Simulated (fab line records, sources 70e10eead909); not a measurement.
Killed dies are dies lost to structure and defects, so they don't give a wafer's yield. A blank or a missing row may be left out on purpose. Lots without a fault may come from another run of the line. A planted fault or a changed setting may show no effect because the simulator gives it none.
Which tool did it? | flow nand_harc | 24 lots, 72 wafers sampled, at 3 steps of a route of 1302

WHAT THE GAUGES READ, wafer by wafer
NHARC_P_M2_INSPECT_27.
lot  | measured     | on                | raw_defect_count
L074 | day 6 07:58  | defect_inspect-01 | 137 279 166
L075 | day 6 23:31  | defect_inspect-02 | 315 376 209
L076 | day 7 02:56  | defect_inspect-02 | 210 459 320
L077 | day 7 18:13  | defect_inspect-02 | 244 376 338
L078 | day 8 03:25  | defect_inspect-01 | 289 214 209
L079 | day 8 13:38  | defect_inspect-01 | 189 177 259
L080 | day 9 03:52  | defect_inspect-01 | 219 300 267
L081 | day 9 18:14  | defect_inspect-02 | 307 201 240
L082 | day 9 21:40  | defect_inspect-01 | 198 199 170
L083 | day 10 12:05 | defect_inspect-01 | 370 253 214
L085 | day 11 03:29 | defect_inspect-01 | 298 217 227
L084 | day 11 03:39 | defect_inspect-02 | 761 275 261
L086 | day 11 14:13 | defect_inspect-02 | 218 218 287
L088 | day 12 10:47 | defect_inspect-01 | 240 455 402
L087 | day 12 11:54 | defect_inspect-01 | 174 215 259
L089 | day 12 22:53 | defect_inspect-02 | 275 257 237
L090 | day 13 05:59 | defect_inspect-01 | 182 177 124
L091 | day 13 17:08 | defect_inspect-01 | 528 432 238
L092 | day 14 04:05 | defect_inspect-01 | 411 494 262
L093 | day 14 05:01 | defect_inspect-01 | 306 251 437
L094 | day 14 15:32 | defect_inspect-01 | 399 299 222
L095 | day 15 04:47 | defect_inspect-02 | 352 291 553
L096 | day 15 19:17 | defect_inspect-02 | 211 226 326
L097 | day 16 03:11 | defect_inspect-02 | 318 251 181

NHARC_A_ONON_D1_THK_MEAS_08: measures by ellipsometry.
lot  | measured     | on            | thk_nm (nm)
L074 | day 7 12:18  | film_metro-01 | 1002 1004 1002
L075 | day 8 05:20  | film_metro-01 | 1000 1002 1001
L076 | day 8 10:32  | film_metro-01 | 993 993 994
L077 | day 9 00:20  | film_metro-02 | 997 997 998
L078 | day 9 08:59  | film_metro-02 | 1007 1006 1007
L079 | day 10 00:17 | film_metro-01 | 1000 999 1000
L080 | day 10 08:56 | film_metro-01 | 1009 1009 1008
L081 | day 11 03:27 | film_metro-01 | 1011 1011 1011
L082 | day 11 03:26 | film_metro-01 | 1006 1007 1007
L083 | day 11 19:32 | film_metro-01 | 1022 1024 1022
L085 | day 12 08:51 | film_metro-02 | 1032 1031 1033
L084 | day 12 08:31 | film_metro-02 | 1013 1012 1012
L086 | day 12 20:11 | film_metro-01 | 1000 1003 1001
L088 | day 13 19:11 | film_metro-01 | 1000 1001 1003
L087 | day 13 19:10 | film_metro-02 | 996 996 996
L089 | day 14 06:11 | film_metro-02 | 990 992 992
L090 | day 14 12:05 | film_metro-02 | 986 983 984
L091 | day 14 22:56 | film_metro-02 | 1004 1004 1003
L092 | day 15 11:04 | film_metro-02 | 993 994 993
L093 | day 15 11:04 | film_metro-01 | 998 999 997
L094 | day 15 21:38 | film_metro-01 | 1002 1004 1002
L095 | day 16 09:10 | film_metro-02 | 996 996 995
L096 | day 17 00:01 | film_metro-01 | 1013 1013 1011
L097 | day 17 08:34 | film_metro-02 | 1004 1004 1003

WHICH TOOL RAN EACH LOT (tool, then ch and the chambers of the sampled wafers, then the start)
lot  | NHARC_A_ZERO_WELL_ETCH_13
L074 | rie_si-01 ch 0,1,2, day 6 14:14
L075 | rie_si-01 ch 2,3, day 7 05:46
L076 | rie_si-02 ch 1,2, day 7 09:11
L077 | rie_si-02 ch 0,1,2, day 8 00:55
L078 | rie_si-01 ch 0,3, day 8 09:33
L079 | rie_si-02 ch 1,2, day 8 19:40
L080 | rie_si-01 ch 0,3, day 9 10:10
L081 | rie_si-01 ch 2,3, day 10 00:20
L082 | rie_si-02 ch 0,2,3, day 10 03:50
L083 | rie_si-01 ch 0,1,2, day 10 18:40
L085 | rie_si-02 ch 0,1,3, day 11 10:30
L084 | rie_si-01 ch 0,1,2, day 11 09:44
L086 | rie_si-05 ch 1,2,3, day 11 20:29
L088 | rie_si-01 ch 0,2,3, day 12 17:11
L087 | rie_si-05 ch 0,2,3, day 12 18:10
L089 | rie_si-05 ch 0,2, day 13 05:29
L090 | rie_si-01 ch 0,3, day 13 12:16
L091 | rie_si-01 ch 1,2, day 13 23:14
L092 | rie_si-05 ch 1,2,3, day 14 12:13
L093 | rie_si-05 ch 1,2,3, day 14 12:25
L094 | rie_si-02 ch 0,1,2, day 14 21:46
L095 | rie_si-01 ch 1,3, day 15 11:02
L096 | rie_si-02 ch 0,2,3, day 16 01:22
L097 | rie_si-02 ch 0,2,3, day 16 09:11
- NHARC_A_ZERO_WELL_ETCH_13: etches the open film in HBr/Cl2, target depth 120 nm, time 40.1 s.

WHAT THE TOOLS THEMSELVES READ (means of the sampled wafers that have a number; where no wafer has one, the mark that the record gives instead)
NHARC_A_ZERO_WELL_ETCH_13.
lot  | tool      | chamber_pressure_mTorr (mTorr) | drypump_motor_current_A (A) | oes_product_au (a.u.) | throttle_valve_pct (%)
L074 | rie_si-01 | 14.999                         | 5.6                         | 0.997                 | 26.405
L075 | rie_si-01 | 14.989                         | 5.4                         | 1.008                 | 26.403
L076 | rie_si-02 | 14.992                         | 6.3                         | 0.988                 | 26.405
L077 | rie_si-02 | 14.992                         | 5.9                         | 1.005                 | 26.412
L078 | rie_si-01 | 15.003                         | 6.3                         | 0.994                 | 26.407
L079 | rie_si-02 | 15.002                         | 6.4                         | 0.997                 | 26.406
L080 | rie_si-01 | 15.006                         | 6.2                         | 1.003                 | 26.409
L081 | rie_si-01 | 14.999                         | 5.8                         | 1.004                 | 26.413
L082 | rie_si-02 | 14.995                         | 5.7                         | 0.998                 | 26.401
L083 | rie_si-01 | 15.012                         | 5.6                         | 1.004                 | 26.403
L085 | rie_si-02 | 15.002                         | 5.6                         | 0.997                 | 26.411
L084 | rie_si-01 | 15.004                         | 5.6                         | 1.007                 | 26.406
L086 | rie_si-05 | 15.008                         | 5.8                         | 1.001                 | 26.416
L088 | rie_si-01 | 15.022                         | 5.8                         | 1.000                 | 26.408
L087 | rie_si-05 | 15.003                         | 6.2                         | 1.007                 | 26.396
L089 | rie_si-05 | 14.993                         | 6.4                         | 0.998                 | 26.410
L090 | rie_si-01 | 14.988                         | 6.2                         | 0.995                 | 26.410
L091 | rie_si-01 | 14.993                         | 5.2                         | 1.006                 | 26.406
L092 | rie_si-05 | 14.994                         | 5.8                         | 1.008                 | 26.410
L093 | rie_si-05 | 14.998                         | 5.8                         | 1.001                 | 26.403
L094 | rie_si-02 | 14.988                         | 5.9                         | 1.004                 | 26.399
L095 | rie_si-01 | 14.996                         | 6.0                         | 1.002                 | 26.409
L096 | rie_si-02 | 14.999                         | 5.8                         | 1.004                 | 26.405
L097 | rie_si-02 | 14.998                         | 5.8                         | 1.005                 | 26.398

THE ANSWER, worked out from the rows above alone
Rule: what is usual is taken from the lots themselves. Put in order of their means at a reading, lots are off if they are a third of the lots or fewer, leave a main group of 4 or more, and stand apart from it by a gap of 3 or more times the standard deviation of the main group's means; of several such gaps the widest counts. A main group whose means are all the same, to the digits that the tables above print for the reading, isn't used. A lot without any number at a reading at which 4 lots or more have one is off too. The other lots that the step has rows for count as sound. The gauges are gone through in route order, then the tools' own readings, and for those a lot's mean is taken as printed above. The first step at which some lot is off is used, and at that step the reading that is off furthest; a lot without a number counts as furthest.
No lot is off at any reading shown: from this, nothing can be told.

WHAT THE SIMULATOR HAD PUT IN
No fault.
